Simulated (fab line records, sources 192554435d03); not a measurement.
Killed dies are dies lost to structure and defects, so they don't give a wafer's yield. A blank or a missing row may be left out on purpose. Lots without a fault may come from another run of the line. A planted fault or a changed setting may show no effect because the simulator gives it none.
Chamber matching | flow n5_finfet | N5_ZERO_LAYER_ETCH_18 on rie_si-05: 4 sister chambers
The step etches Si in HBr/Cl2, target depth 120 nm, time 40 s. 4 wafers are shown with their chamber, then 10 later ones without.

WAFERS WITH THEIR CHAMBER
wafer  | chamber | drypump_motor_current_A (A)
L082.6 | 0       | 6.0
L085.1 | 2       | 6.1
L087.1 | 1       | 6.8
L087.3 | 3       | 6.1

WAFERS WITHOUT THEIR CHAMBER
wafer  | drypump_motor_current_A (A)
L087.6 | 6.0
L092.1 | 6.1
L092.2 | 6.1
L092.4 | 6.8
L093.1 | 6.1
L093.3 | 6.1
L093.4 | 6.8
L096.1 | 6.1
L096.4 | 6.1
L096.5 | 6.9

WHICH CHAMBER EACH WENT THROUGH
wafer  | from the rows above     | in truth
L087.6 | 0                       | 0
L092.1 | can't be placed: 2 or 3 | 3
L092.2 | can't be placed: 2 or 3 | 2
L092.4 | 1                       | 1
L093.1 | can't be placed: 2 or 3 | 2
L093.3 | can't be placed: 2 or 3 | 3
L093.4 | 1                       | 1
L096.1 | can't be placed: 2 or 3 | 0
L096.4 | can't be placed: 2 or 3 | 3
L096.5 | 1                       | 1
Placed correctly: 4 of 10. Can't be placed from these rows: 6 (the true chamber is among the candidates in 5). Placed wrongly: 0.
How it was worked out, from the rows above alone: a wafer's distance from a chamber is the root of the sum, over the readings, of the square of ((its reading less the chamber's mean) divided by the reading's scatter). The wafer belongs to the nearest chamber; if the next one is less than 2 further off, it can't be placed. A chamber's mean is the mean of its shown wafers. The scatter: with one shown wafer a chamber, the root of the mean of the squares of how far each hidden wafer lies from its nearest shown one.
